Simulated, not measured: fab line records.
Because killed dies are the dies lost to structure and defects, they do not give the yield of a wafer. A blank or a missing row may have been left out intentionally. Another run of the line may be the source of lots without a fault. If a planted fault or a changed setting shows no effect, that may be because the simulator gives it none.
Split-lot trial | flow n5 finfet | 21 wafers read across 7 lots, on a route 1938 steps long

THE SPLIT ITSELF
At N5_BEOL_M10_TRENCH_ETCH_37 (etches SiCOH lowk in C4F6/O2, target depth 148.83 nm, time 48 s), the setting time s was moved away from the recipe's 48 s on 9 of the 21 wafers read, by -17.2% to +17.2%. This setting was run at the recipe's value on the other wafers.

FROM THE SPLIT TO THE READING: what the file shows between them, 11 steps
- N5_BEOL_M10_ETCH_41: etches SiCN in CH3F/O2, target depth 42.6 nm, time 86 s
- N5_BEOL_M10_STRIP_77: strips in N2/H2, time 10 s
- N5_BEOL_M10_OCD_MEAS_38
- N5_BEOL_M10_HM_STRIP_39: strips TiN in peroxide tin strip, target depth 25 nm, time 158 s
- N5_BEOL_M10_SRD_40: time 30 s
- N5_BEOL_M10_ECD_50: material Cu, target thk 318 nm
- N5_BEOL_M10_ANNEAL_51: time 90 s
- N5_BEOL_M10_CMP_52: polishes, stops on SiCOH lowk, t overpolish 7 s, target thk 140 nm
- N5_BEOL_M10_THK_MEAS_53: measures by xrf
- N5_BEOL_M10_PRE_CLEAN_55: time 15 s
- N5_BEOL_M10_DEP_56: deposits SiCN from 3MS/NH3, target thk 15 nm, time 26.5 s

THE READING
At N5_BEOL_M10_RS_MEAS_57, a four-point-probe measurement gives M10_RS in ohm/sq. Fault-free wafers of this fab line usually give 0.149 ohm/sq, standard deviation 0.0034 ohm/sq.

wafer  | tool, chamber at the split | time s as run, s | against the recipe | M10_RS, ohm/sq | against lot-mates on the recipe
L078.1 | rie diel-03, 0             | 48               | recipe             | 0.154          | -
L078.4 | rie diel-03, 3             | 48               | recipe             | 0.149          | -
L078.6 | rie diel-03, 2             | 48               | recipe             | 0.149          | -
L083.1 | rie diel-02, 3             | 56.25            | +17.2%             | 0.125          | -0.020
L083.2 | rie diel-02, 2             | 48               | recipe             | 0.143          | -
L083.4 | rie diel-02, 1             | 48               | recipe             | 0.148          | -
L089.3 | rie diel-03, 0             | 48               | recipe             | 0.150          | -
L089.4 | rie diel-03, 2             | 41.65            | -13.2%             | 0.172          | +0.022
L089.6 | rie diel-03, 0             | 41.65            | -13.2%             | 0.179          | +0.029
L090.1 | rie diel-02, 1             | 54.02            | +12.5%             | 0.129          | no lot-mate on the recipe
L090.2 | rie diel-02, 2             | 54.02            | +12.5%             | 0.125          | no lot-mate on the recipe
L090.5 | rie diel-02, 1             | 54.02            | +12.5%             | 0.128          | no lot-mate on the recipe
L092.2 | rie diel-03, 2             | 48               | recipe             | 0.149          | -
L092.5 | rie diel-03, 3             | 48               | recipe             | 0.147          | -
L092.6 | rie diel-03, 2             | 48               | recipe             | 0.149          | -
L096.3 | rie diel-02, 1             | 39.73            | -17.2%             | 0.186          | +0.037
L096.4 | rie diel-02, 3             | 39.73            | -17.2%             | 0.188          | +0.039
L096.6 | rie diel-02, 1             | 48               | recipe             | 0.149          | -
L097.2 | rie diel-06, 1             | 48               | recipe             | 0.156          | -
L097.3 | rie diel-06, 2             | 48               | recipe             | 0.149          | -
L097.4 | rie diel-06, 3             | 41.51            | -13.5%             | 0.172          | +0.019

THE FIT
A straight line over all 21 wafers: M10_RS changes by -0.00186 ohm/sq for each +1% of time s; r = -0.98; the points scatter about the line by 0.0037 ohm/sq.
The same after taking each lot's own level away (the mean of its wafers on the recipe; 18 wafers): -0.00177 ohm/sq for each +1%; r = -0.96; scatter 0.0042 ohm/sq.
Per that fit: largest time s move, reading shift of 0.031 ohm/sq.
Across the lots, their own levels run from 0.1455 to 0.1525 ohm/sq, a range of 2.1 times the standard deviation given above.
Hence the lot-to-lot level has little effect on the slope; both slopes agree.
Check: with one of the wafers moved furthest among these (-17.2%) left out of the fit, the line predicts +0.0305 ohm/sq for it against its lot-mates. It came out at +0.037 ohm/sq against them.

THESE WAFERS: OTHER SPLITS
Before the reading, these wafers also passed through other splits. Each is held against what the fit with the lots' levels taken away leaves over:
other split on the same wafers | wafers away from the commonest value | r with M10_RS (lot level and that fit taken away)
N5_BEOL_M9_ILD_DEP_00 time s   | 8                                    | +0.21

THE WHOLE CHAIN: every reading that the file lists as answering this split, in the file's order
step                       | what it does                                                       | reading                                                                       | change (the file's fit)              | r (the file's)
N5_BEOL_M10_TRENCH_ETCH_37 | etches SiCOH lowk in C4F6/O2, target depth 148.83 nm, time 48 s    | BEOL_M10.feature depth nm (the simulator's own value, which no gauge read)    | +1.32 nm for each +1% of the setting | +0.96
N5_BEOL_M10_TRENCH_ETCH_37 | etches SiCOH lowk in C4F6/O2, target depth 148.83 nm, time 48 s    | etch.depth nm (the simulator's own value, which no gauge read)                | +1.32 nm for each +1% of the setting | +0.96
N5_BEOL_M10_OCD_MEAS_38    |                                                                    | trench depth nm                                                               | +1.3 nm for each +1% of the setting  | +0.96
N5_BEOL_M10_CMP_52         | polishes, stops on SiCOH lowk, t overpolish 7 s, target thk 140 nm | Cu_of_BEOL_M10_ECD_50.thk nm (the simulator's own value, which no gauge read) | +1.32 nm for each +1% of the setting | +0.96
N5_BEOL_M10_THK_MEAS_53    | measures by xrf                                                    | M10_THK                                                                       | +1.37 for each +1% of the setting    | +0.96
N5_BEOL_M10_RS_MEAS_57     | measures by four-point-probe                                       | M10_RS                                                                        | -0.00169 for each +1% of the setting | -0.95

FILE'S OWN FIT
M10_RS changes by -0.00169 ohm/sq for each +1% of time s, r = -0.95.
